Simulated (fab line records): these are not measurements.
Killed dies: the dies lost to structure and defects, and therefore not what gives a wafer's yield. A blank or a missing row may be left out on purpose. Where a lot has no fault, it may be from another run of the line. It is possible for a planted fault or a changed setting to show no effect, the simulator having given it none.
fab line records | flow n5Finfet | part 1 of 2: steps 1 to 4 of 6
[record] lots = 23 wafers = 69 lastDay = 17
route steps=1938 shown BEOL_M5@1173 BEOL_M6@1212
lots untouched by any fault: they come from a run of this same line in which no faults occurred
startH: hours from the record's opening day to when the first of the lot's shown wafers began | waitH: hours since the lot's step before | " repeats the value in the row above | L1.1+2: a single row standing in for several wafers | - no value present, or no start provided | * or withheld: withheld | < > ~ a bound
route shown NAME@n: a module of which the file shows steps, and the number in the route of the first | usual: mean/standard deviation taken from wafers without a fault | same: alike in all rows | chamber/n: place in a boat | sites: the reading at each site | _std_site: their standard deviation | _edge_site: inner sites' mean taken away from outer sites' mean | radiusMm: how far each site lies from the wafer's centre | mask NAME#n: copy n | behind: the last tool/chamber to shape the wafer | hold: why the lot was held/for how many hours/how that ended | device: the transistor (n, p or np) that didn't switch | end of line: the same wafers' tests at the end of the route | a step given without rows: its recipe and nothing more | killed: not the wafer's yield, but the dies lost to structure and defects at the first sort | map: dies across one wafer; x = killed, . = not, _ = none there
set.NAME: the setting as run; set.NAME@STEP: as run at that earlier step | model.NAME: the simulator's own value behind a step, which no gauge read
a sample of lots followed through the steps of the route, with each step as a table and each wafer as a row
services: the hour from which a tool's chamber was out of use, counted from the record's first day as startH (under 0 if before that day), plus the number of hours and why
[[steps]]
[step N5_BEOL_M5_SURFACE_TREAT_87]
[recipe] gas = Ar timeS = * ionEnergyEv = * ionCurrentMaCm2 = 0.5 pressureMtorr = * arFlowSccm = 30
[usual] throttleValvePct = *
// columns lot.wafer tool chamber startH waitH throttleValvePct
L075.2 pvdSputter-02 - 174.23 0.1 *
L075.4 " - " " *
L075.6 " - " " *
L077.1 pvdSputter-02 - 183.12 0.1 *
L077.2 " - " " *
L077.5 " - " " *
L076.2 pvdSputter-03 - 183.27 0.1 *
L076.5 " - " " *
L076.6 " - " " *
L078.1 pvdSputter-02 - 187.12 0.1 *
L078.2 " - " " *
L078.6 " - " " *
L080.1 pvdSputter-01 - 193.94 0.2 *
L080.3 " - " " *
L080.5 " - " " *
L079.1 pvdSputter-01 - 202.44 0.2 *
L079.4 " - " " *
L079.5 " - " " *
L081.2 pvdSputter-03 - 214.69 0.2 *
L081.4 " - " " *
L081.6 " - " " *
L082.1 pvdSputter-01 - 217.39 0.1 *
L082.2 " - " " *
L082.6 " - " " *
L083.3 pvdSputter-03 - 225.11 1.7 *
L083.5 " - " " *
L083.6 " - " " *
L085.1 pvdSputter-01 - 234.58 0.1 *
L085.3 " - " " *
L085.6 " - " " *
L084.2 pvdSputter-03 - 234.78 0.1 *
L084.3 " - " " *
L084.6 " - " " *
L086.1 pvdSputter-01 - 242.45 0.2 *
L086.2 " - " " *
L086.5 " - " " *
L087.1 pvdSputter-01 - 249.99 0.2 *
L087.4 " - " " *
L087.6 " - " " *
L089.2 pvdSputter-01 - 250.32 0.1 *
L089.5 " - " " *
L089.6 " - " " *
L088.1 pvdSputter-01 - 262.36 0.2 *
L088.3 " - " " *
L088.6 " - " " *
L090.2 pvdSputter-01 - 266.82 0.2 *
L090.5 " - " " *
L090.6 " - " " *
L091.4 pvdSputter-02 - 270.31 0.2 *
L091.5 " - " " *
L091.6 " - " " *
L092.2 pvdSputter-03 - 285.28 0.1 *
L092.3 " - " " *
L092.5 " - " " *
L093.3 pvdSputter-02 - 289.04 0.3 *
L093.5 " - " " *
L093.6 " - " " *
L094.1 pvdSputter-01 - 293.57 0.1 *
L094.3 " - " " *
L094.5 " - " " *
L095.3 pvdSputter-01 - 308.03 0.3 *
L095.4 " - " " *
L095.5 " - " " *
L096.3 pvdSputter-01 - 308.51 0.2 *
L096.5 " - " " *
L096.6 " - " " *
L097.1 pvdSputter-03 - 311.56 0.4 *
L097.2 " - " " *
L097.6 " - " " *
[step N5_BEOL_M5_PRE_CLEAN_77]
[recipe] gas = NH3/H2 timeS = 15 tempC = * rfPowerW = 300
[usual] heaterPowerW = 76/9.6
// columns lot.wafer tool chamber startH waitH heaterPowerW
L075.2 cvdCo-02 2 179.75 0.0 67
L075.4 " 0 " " 77
L075.6 " 2 " " 68
L077.1 cvdCo-01 0 188.58 0.0 76
L077.2 " 2 " " 64
L077.5 " 1 " " 80
L076.2 cvdCo-01 2 190.33 0.0 62
L076.5 " 1 " " 81
L076.6 " 0 " " 74
L078.1 cvdCo-01 1 192.66 0.0 80
L078.2 " 2 " " 63
L078.6 " 1 " " 81
L080.1 cvdCo-01 2 199.43 0.0 63
L080.3 " 1 " " 77
L080.5 " 0 " " 77
L079.1 cvdCo-02 2 207.87 0.0 67
L079.4 " 2 " " 69
L079.5 " 1 " " 94
L081.2 cvdCo-01 0 220.21 0.0 79
L081.4 " 1 " " 78
L081.6 " 2 " " 63
L082.1 cvdCo-01 0 222.99 0.0 78
L082.2 " 1 " " 82
L082.6 " 1 " " 79
L083.3 cvdCo-02 2 230.60 0.0 68
L083.5 " 0 " " 77
L083.6 " 2 " " 67
L085.1 cvdCo-02 1 240.21 0.0 95
L085.3 " 2 " " 68
L085.6 " 2 " " 69
L084.2 cvdCo-01 1 240.28 0.0 78
L084.3 " 0 " " 79
L084.6 " 2 " " 65
L086.1 cvdCo-02 0 248.33 0.0 77
L086.2 " 1 " " 94
L086.5 " 0 " " 77
L087.1 cvdCo-02 0 255.42 0.0 76
L087.4 " 2 " " 68
L087.6 " 1 " " 96
L089.2 cvdCo-01 0 259.33 0.3 79
L089.5 " 0 " " 76
L089.6 " 1 " " 80
L088.1 cvdCo-01 0 268.05 0.0 76
L088.3 " 2 " " 64
L088.6 " 2 " " 63
L090.2 cvdCo-01 0 272.44 0.0 77
L090.5 " 0 " " 77
L090.6 " 1 " " 81
L091.4 cvdCo-02 0 275.76 0.1 75
L091.5 " 2 " " 68
L091.6 " 1 " " 97
L092.2 cvdCo-01 0 290.71 0.0 75
L092.3 " 1 " " 78
L092.5 " 2 " " 65
L093.3 cvdCo-02 0 294.68 0.0 77
L093.5 " 2 " " 70
L093.6 " 1 " " 97
L094.1 cvdCo-01 0 299.06 0.1 78
L094.3 " 1 " " 80
L094.5 " 2 " " 63
L095.3 cvdCo-01 0 314.17 0.0 77
L095.4 " 0 " " 79
L095.5 " 1 " " 80
L096.3 cvdCo-02 2 314.62 0.0 70
L096.5 " 1 " " 97
L096.6 " 2 " " 70
L097.1 cvdCo-02 0 317.73 0.0 77
L097.2 " 2 " " 70
L097.6 " 1 " " 95
[step N5_BEOL_M6_ETCH_62]
[recipe] chemistry = N2/H2 target = SOC targetDepthA = 1100 overetchA = 220 maskMaterial = SiARC tempC = 40 timeS = 165 ionEnergyEv = 200 pressureMtorr = 30 sourceW = 840 biasW = 150 n2FlowSccm = 200 h2FlowSccm = 200
[usual] chamberPressureMTorr = 30.002/0.028 drypumpMotorCurrentA = 5.4/0.54 oesProductAu = 0.67/0.077 rfVppV = 523.0/2.6 showerheadPlenumPTorr = 2.51/0.081 tempC = 39.99/0.1 throttleValvePct = 17.77/0.25
// columns lot.wafer tool chamber startH waitH chamberPressureMTorr drypumpMotorCurrentA oesProductAu rfHoursCounterH rfVppV showerheadPlenumPTorr tempC throttleValvePct
L075.2 rieDiel-01 1 181.27 0.0 30.039 4.7 0.62 197 525.5 2.62 39.95 17.90
L075.4 " 3 " " 30.027 4.8 0.58 245 522.4 2.51 39.94 17.78
L075.6 " 2 " " 29.995 6.3 0.57 - 523.5 2.51 39.87 18.03
L077.1 rieDiel-01 1 190.41 0.0 30.028 4.7 0.62 200 526.1 2.62 39.92 17.93
L077.2 " 2 " " 29.986 6.3 0.58 244 522.3 2.51 39.84 18.03
L077.5 " 2 " " 30.016 6.3 0.57 - 523.4 2.51 39.66 18.03
L076.2 rieDiel-05 1 193.16 0.0 30.014 6.4 0.64 175 520.1 2.45 40.06 18.04
L076.5 " 2 " " 30.042 5.2 0.69 - 524.5 2.56 40.07 17.28
L076.6 " 3 " " 29.963 4.9 0.62 - 519.6 2.42 40.15 17.90
L078.1 rieDiel-04 1 195.54 0.0 29.993 5.4 0.80 9 528.4 2.71 40.03 17.64
L078.2 " 3 " " 29.971 4.9 0.59 210 526.7 2.61 40.10 18.05
L078.6 " 1 " " 30.016 5.4 0.80 - 528.2 2.71 39.96 17.63
L080.1 rieDiel-04 3 202.61 0.0 30.023 4.9 0.59 213 524.5 2.61 39.82 18.08
L080.3 " 1 " " 30.013 5.4 0.79 13 528.4 2.71 40.02 17.63
L080.5 " 2 " " 29.978 5.3 0.60 - 518.9 2.44 39.91 17.78
L079.1 rieDiel-01 0 209.84 0.0 30.055 4.9 0.78 23 522.5 2.46 40.02 17.49
L079.4 " 1 " " 29.989 4.7 0.61 - 525.1 2.62 39.98 17.94
L079.5 " 2 " " 29.971 6.3 0.57 - 522.9 2.51 40.13 18.05
L081.2 rieDiel-04 1 222.96 0.0 29.979 5.4 0.76 21 527.8 2.70 40.09 17.66
L081.4 " 2 " " 30.013 5.3 0.60 213 521.5 2.44 39.98 17.80
L081.6 " 3 " " 30.008 4.9 0.59 - 526.4 2.60 40.12 18.09
L082.1 rieDiel-01 1 226.27 0.0 30.015 4.7 0.60 217 525.8 2.61 40.11 17.96
L082.2 " 0 " " 30.011 4.9 0.76 30 522.7 2.46 39.88 17.49
L082.6 " 1 " " 30.027 4.7 0.60 - 526.2 2.61 39.96 17.97
L083.3 rieDiel-04 2 233.12 0.0 29.990 5.3 0.59 217 521.0 2.44 40.22 17.79
L083.5 " 3 " " 29.966 4.9 0.58 - 526.6 2.60 40.03 18.08
L083.6 " 2 " " 30.011 5.3 0.59 - 521.0 2.44 39.99 17.80
L085.1 rieDiel-05 2 242.89 0.0 30.005 5.2 0.68 89 525.0 2.55 39.97 17.33
L085.3 " 1 " " 29.991 6.4 0.63 193 521.6 2.45 40.00 18.08
L085.6 " 1 " " 30.012 6.4 0.62 - 519.8 2.45 39.94 18.05
L084.2 rieDiel-05 1 243.28 0.0 29.962 6.4 0.63 193 521.1 2.45 40.19 18.07
L084.3 " 3 " " 29.961 4.9 0.61 209 520.2 2.41 39.99 17.92
L084.6 " 3 " " 29.995 4.8 0.60 - 519.9 2.42 40.07 17.94
L086.1 rieDiel-05 2 250.36 0.0 30.007 5.2 0.68 92 525.7 2.55 39.94 17.35
L086.2 " 0 " " 30.042 5.9 0.74 35 521.7 2.50 39.98 17.50
L086.5 " 1 " " 29.987 6.5 0.62 - 520.8 2.44 40.11 18.08
L087.1 rieDiel-01 0 257.80 0.0 29.998 4.9 0.74 41 523.3 2.46 40.01 17.51
L087.4 " 2 " " 30.003 6.3 0.79 11 522.0 2.50 39.99 17.66
L087.6 " 0 " " 30.052 4.9 0.74 - 521.6 2.46 40.06 17.53
L089.2 rieDiel-05 2 262.10 0.0 29.980 5.2 0.68 96 524.1 2.55 40.06 17.34
L089.5 " 0 " " 30.020 5.9 0.74 - 521.3 2.50 39.97 17.51
L089.6 " 3 " " 30.000 4.9 0.60 - 519.7 2.41 40.06 17.93
L088.1 rieDiel-05 3 270.36 0.0 29.999 4.9 0.60 220 520.8 2.41 40.08 17.95
L088.3 " 2 " " 29.987 5.2 0.67 100 525.2 2.55 40.05 17.35
L088.6 " 2 " " 29.999 5.2 0.67 - 525.0 2.55 39.82 17.34
L090.2 rieDiel-05 2 276.21 0.0 29.963 5.2 0.67 102 523.3 2.55 39.92 17.36
L090.5 " 0 " " 30.008 6.0 0.73 - 521.0 2.49 39.95 17.50
L090.6 " 1 " " 30.002 6.4 0.62 - 520.0 2.44 39.99 18.07
L091.4 rieDiel-05 1 277.65 0.0 30.025 6.4 0.62 198 520.3 2.44 39.96 18.08
L091.5 " 3 " " 30.027 4.9 0.60 - 519.9 2.41 39.93 17.96
L091.6 " 0 " " 29.975 5.9 0.72 - 523.1 2.49 39.84 17.52
L092.2 rieDiel-04 2 294.12 0.0 30.012 5.3 0.58 240 520.7 2.43 39.93 17.84
L092.3 " 0 " " 30.018 5.5 0.77 32 523.3 2.49 40.02 17.96
L092.5 " 0 " " 29.975 5.4 0.76 - 521.7 2.49 40.17 17.96
L093.3 rieDiel-05 1 297.48 0.0 29.968 6.4 0.62 202 520.0 2.44 40.01 18.07
L093.5 " 0 " " 29.996 5.9 0.72 - 522.6 2.49 39.95 17.53
L093.6 " 3 " " 29.988 4.9 0.60 - 520.9 2.41 40.03 17.96
L094.1 rieDiel-01 2 300.92 0.0 29.997 6.3 0.76 27 523.0 2.50 40.06 17.69
L094.3 " 0 " " 29.986 4.9 0.72 57 521.9 2.45 40.17 17.55
L094.5 " 3 " " 29.990 4.9 0.75 - 521.7 2.50 39.85 17.48
L095.3 rieDiel-04 0 316.35 0.0 30.030 5.5 0.76 41 522.6 2.49 39.97 17.97
L095.4 " 0 " " 29.979 5.5 0.75 - 523.6 2.48 40.00 17.97
L095.5 " 2 " " 30.013 5.3 0.56 - 518.5 2.42 39.90 17.86
L096.3 rieDiel-04 1 316.86 0.0 30.006 5.3 0.72 55 528.4 2.69 40.09 17.70
L096.5 " 2 " " 30.052 5.3 0.57 - 520.2 2.42 40.03 17.84
L096.6 " 0 " " 29.958 5.5 0.75 - 520.9 2.49 40.23 17.97
L097.1 rieDiel-05 3 322.29 0.1 30.055 4.9 0.59 238 518.9 2.40 40.00 17.97
L097.2 " 0 " " 29.993 6.0 0.71 62 522.6 2.49 40.02 17.55
L097.6 " 0 " " 29.982 6.0 0.72 - 522.6 2.49 39.82 17.55
[step N5_BEOL_M6_STRIP_19]
[recipe] chemistry = O2 powerW = 400 tempC = 40 pressureMtorr = 30 rfFrequencyHz = 6e+07 biasPowerW = 0 overashFraction = 0.2 o2FlowSccm = 225
[usual] chamberPressureMTorr = 30.00/0.035 drypumpMotorCurrentA = 5.3/0.56 oesProductAu = 0.80/0.1 rfVppV = 3.7/0.56 showerheadPlenumPTorr = 2.07/0.074 tempC = 39.98/0.11 throttleValvePct = 16.59/0.24
// columns lot.wafer tool chamber startH waitH chamberPressureMTorr drypumpMotorCurrentA oesProductAu rfHoursCounterH rfVppV showerheadPlenumPTorr tempC throttleValvePct
L075.2 rieDiel-05 3 181.56 0.1 30.01 4.9 0.73 188 4.0 2.01 39.96 16.86
L075.4 " 2 " " 30.02 5.2 0.82 67 3.6 2.14 39.99 16.32
L075.6 " 2 " " 30.06 5.2 0.83 - 4.3 2.14 40.03 16.32
L077.1 rieDiel-05 0 190.71 0.1 29.99 5.9 0.92 14 3.2 2.04 40.06 16.17
L077.2 " 2 " " 30.01 5.2 0.84 69 4.2 2.13 39.87 16.34
L077.5 " 1 " " 30.09 6.4 0.73 - 3.8 2.00 40.02 16.70
L076.2 rieDiel-04 1 193.57 0.2 30.01 5.3 0.95 8 4.2 2.25 39.71 16.44
L076.5 " 1 " " 29.97 5.3 0.94 - 3.3 2.25 39.78 16.46
L076.6 " 2 " " 30.02 5.3 0.72 - 4.2 2.03 39.96 16.70
L078.1 rieDiel-01 3 195.84 0.1 30.01 4.8 0.66 249 3.7 2.08 39.75 16.68
L078.2 " 0 " " 30.02 4.9 0.92 14 4.9 2.05 40.14 16.42
L078.6 " 1 " " 29.96 4.7 0.71 - 4.1 2.16 39.98 16.79
L080.1 rieDiel-04 0 202.96 0.1 30.01 5.5 1.01 0 3.0 2.03 40.22 16.50
L080.3 " 3 " " 30.01 4.9 0.68 214 3.5 2.15 39.85 16.90
L080.5 " 0 " " 30.06 5.5 1.00 - 3.9 2.03 40.14 16.50
L079.1 rieDiel-01 0 210.21 0.1 29.99 4.9 0.91 23 3.3 2.05 40.04 16.44
L079.4 " 1 " " 29.99 4.7 0.72 - 3.6 2.16 40.09 16.82
L079.5 " 0 " " 30.04 4.9 0.91 - 4.1 2.05 40.06 16.44
L081.2 rieDiel-01 1 223.37 0.2 29.97 4.7 0.71 216 3.1 2.15 40.01 16.81
L081.4 " 3 " " 29.98 4.9 0.99 - 3.0 2.07 39.97 16.30
L081.6 " 1 " " 30.00 4.7 0.71 - 3.6 2.15 39.99 16.80
L082.1 rieDiel-05 0 226.57 0.1 29.96 5.9 0.91 26 4.1 2.04 39.97 16.17
L082.2 " 3 " " 30.00 4.9 0.72 202 3.7 2.01 40.02 16.90
L082.6 " 1 " " 29.97 6.5 0.72 - 3.9 2.00 39.99 16.70
L083.3 rieDiel-04 0 233.45 0.1 30.01 5.5 0.94 10 3.5 2.03 39.96 16.50
L083.5 " 2 " " 30.00 5.3 0.69 - 4.7 2.03 39.83 16.71
L083.6 " 3 " " 29.99 4.9 0.67 - 3.2 2.14 39.89 16.91
L085.1 rieDiel-01 2 243.23 0.1 29.96 6.3 0.96 7 4.0 2.04 39.95 16.38
L085.3 " 0 " " 29.99 4.9 0.88 37 3.9 2.04 39.99 16.49
L085.6 " 0 " " 29.98 4.9 0.88 - 3.0 2.04 40.07 16.47
L084.2 rieDiel-04 2 243.59 0.1 29.99 5.3 0.69 219 3.3 2.02 39.84 16.70
L084.3 " 1 " " 29.99 5.3 0.89 25 4.4 2.25 40.01 16.49
L084.6 " 2 " " 30.01 5.3 0.69 - 4.5 2.02 40.00 16.70
L086.1 rieDiel-05 2 250.66 0.1 29.98 5.2 0.82 92 4.4 2.13 39.91 16.40
L086.2 " 1 " " 30.00 6.4 0.71 196 3.2 1.99 39.91 16.76
L086.5 " 3 " " 29.94 4.9 0.72 - 2.7 2.00 39.92 16.89
L087.1 rieDiel-01 0 258.09 0.1 30.02 4.9 0.88 42 3.7 2.04 40.00 16.47
L087.4 " 1 " " 30.00 4.7 0.71 228 4.3 2.15 39.93 16.85
L087.6 " 0 " " 30.03 4.9 0.87 - 4.2 2.04 40.07 16.48
L089.2 rieDiel-01 0 262.50 0.2 29.93 4.9 0.87 43 3.8 2.04 39.98 16.48
L089.5 " 3 " " 30.00 4.8 0.93 - 3.4 2.07 40.07 16.33
L089.6 " 0 " " 30.08 4.9 0.87 - 3.8 2.04 40.09 16.50
L088.1 rieDiel-05 3 270.66 0.1 30.00 4.9 0.71 220 3.3 2.00 39.99 16.93
L088.3 " 0 " " 30.00 5.9 0.87 44 4.2 2.03 39.91 16.22
L088.6 " 0 " " 30.02 5.9 0.86 - 3.0 2.03 39.97 16.22
L090.2 rieDiel-04 2 276.51 0.1 29.98 5.3 0.68 231 3.4 2.02 40.02 16.73
L090.5 " 1 " " 29.96 5.3 0.88 - 3.5 2.24 39.95 16.53
L090.6 " 2 " " 30.08 5.3 0.68 - 2.7 2.02 39.98 16.74
L091.4 rieDiel-04 3 278.06 0.2 29.94 4.8 0.67 240 4.2 2.14 39.98 16.96
L091.5 " 2 " " 30.01 5.3 0.68 - 3.9 2.02 39.84 16.74
L091.6 " 1 " " 29.95 5.4 0.88 - 3.5 2.24 39.98 16.49
L092.2 rieDiel-01 1 294.59 0.3 29.99 4.7 0.69 243 3.0 2.14 39.96 16.86
L092.3 " 2 " " 30.04 6.3 0.92 25 3.4 2.03 40.04 16.41
L092.5 " 3 " " 30.01 4.9 0.91 - 3.0 2.06 39.89 16.35
L093.3 rieDiel-05 1 297.79 0.1 30.00 6.4 0.71 202 3.3 1.99 39.94 16.76
L093.5 " 0 " " 29.96 5.9 0.84 - 3.3 2.03 39.94 16.23
L093.6 " 1 " " 30.00 6.4 0.70 - 3.2 1.99 39.93 16.75
L094.1 rieDiel-05 3 301.21 0.1 30.01 4.9 0.70 228 3.7 2.00 39.90 16.94
L094.3 " 0 " " 29.96 6.0 0.84 52 5.0 2.03 40.15 16.24
L094.5 " 0 " " 30.02 6.0 0.85 - 3.6 2.03 40.36 16.24
L095.3 rieDiel-05 0 316.65 0.1 30.00 5.9 0.84 59 3.4 2.03 39.95 16.27
L095.4 " 1 " " 30.01 6.5 0.70 - 3.0 1.99 39.96 16.78
L095.5 " 0 " " 30.04 6.0 0.85 - 3.7 2.03 39.91 16.23
L096.3 rieDiel-04 2 317.16 0.1 30.08 5.3 0.67 250 4.4 2.01 40.13 16.78
L096.5 " 0 " " 30.06 5.5 0.87 - 4.6 2.02 40.00 16.58
L096.6 " 2 " " 30.05 5.3 0.67 - 3.3 2.01 40.10 16.78
L097.1 rieDiel-05 3 322.67 0.1 30.03 4.8 0.69 238 3.0 2.00 39.89 16.97
L097.2 " 0 " " 30.01 5.9 0.83 62 3.0 2.02 40.05 16.25
L097.6 " 3 " " 29.95 4.9 0.69 - 2.7 2.00 39.91 16.97
